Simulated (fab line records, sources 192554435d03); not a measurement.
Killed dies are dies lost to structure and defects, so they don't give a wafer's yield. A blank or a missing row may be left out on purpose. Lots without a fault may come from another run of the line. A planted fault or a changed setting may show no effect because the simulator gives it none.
One fault seen from 3 desks | flow n5_finfet | each desk has only its own numbers; what lay behind them comes last

THE TOOL OWNER'S DESK: litho_track-02
The tool's own readings at N5_BEOL_M6_COAT_05 (resist thk 90 nm): means of the sampled wafers that have a number, for each lot that ran on this tool. A lot is out of limits, marked OUT, if its mean lies more than 4 standard deviations from the usual mean; the brackets give that distance.
Columns: A = dispense_pressure_kPa at N5_BEOL_M6_COAT_05, usual 51.3 kPa; B = spin_speed_rpm at N5_BEOL_M6_COAT_05, usual 1500.0 rpm
lot  | first seen here | A    | B
L143 | day 12 08:30    | 50.2 | 1500.4
L147 | day 13 10:25    | 50.3 | 1412.7 (-73) OUT
L149 | day 14 07:20    | 50.3 | 1409.7 (-75) OUT
This desk's finding: out of limits on L147, L149; first on L147, day 13 10:25 (spin_speed_rpm at N5_BEOL_M6_COAT_05). In limits: L143.

THE METROLOGY DESK
What the gauges read, lot by lot, whatever tool the lot ran on: means of the sampled wafers that have a number. A lot is out of limits, marked OUT, if its mean lies more than 4 standard deviations from the usual mean; the brackets give that distance.
Columns: A = M5_RS at N5_BEOL_M5_RS_MEAS_57, usual 0.403 ohm/sq; B = M6_ILD_THK at N5_BEOL_M6_THK_MEAS_01, usual 155.3 nm; C = cd_nm at N5_BEOL_M6_CD_MEAS_11, usual 38.5 nm; D = M6_OVL at N5_BEOL_M6_OVL_MEAS_12, usual 0.3 nm
lot  | first seen here | A     | B     | C    | D
L130 | day 9 04:40     | 0.408 | 152.9 | 38.8 | 0.9
L137 | day 10 22:08    | 0.410 | 153.7 | 38.1 | 0.5
L143 | day 12 05:43    | 0.416 | 154.8 | 38.2 | 0.3
L147 | day 13 07:43    | 0.387 | 156.6 | 38.2 | 0.8
L149 | day 14 03:14    | 0.407 | 154.7 | 37.7 | 1.2
L150 | day 14 15:54    | 0.415 | 156.3 | 37.6 | 0.2
This desk's finding: nothing out of limits on any of the 6 lots.

THE DEFECT DESK
What the inspections along the route counted, lot by lot: means of the sampled wafers that have a number. A lot is out of limits, marked OUT, if its mean lies more than 4 standard deviations from the usual mean; the brackets give that distance.
Columns: A = raw_defect_count at N5_BEOL_M5_INSPECT_58, usual 77; B = raw_defect_count at N5_BEOL_M6_INSPECT_13, usual 410
lot  | first seen here | A   | B
L130 | day 9 04:41     | 62  | 384
L137 | day 10 22:10    | 93  | 426
L143 | day 12 05:44    | 130 | 609
L147 | day 13 07:44    | 108 | 465
L149 | day 14 03:16    | 104 | 413
L150 | day 14 15:55    | 82  | 439
This desk's finding: nothing out of limits on any of the 6 lots.

PUT TOGETHER
The tool owner's desk could have raised an alarm at day 13 10:25, on L147, L149.
The metrology desk saw nothing out of limits.
The defect desk saw nothing out of limits.
The metrology desk has L147, L149 on record, within its limits.
The defect desk has L147, L149 on record, within its limits.
Of the lots named, all ran N5_BEOL_M6_COAT_05 on litho_track-02.

WHAT THE SIMULATOR HAD PUT IN
Process parameter drift: litho_track-02, from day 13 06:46 on, at N5_BEOL_M6_COAT_05. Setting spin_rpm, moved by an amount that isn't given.
Lots struck among those shown: L147, L149.
Hours from the fault's start to each desk's first reading out of limits: the tool owner's desk, 4.
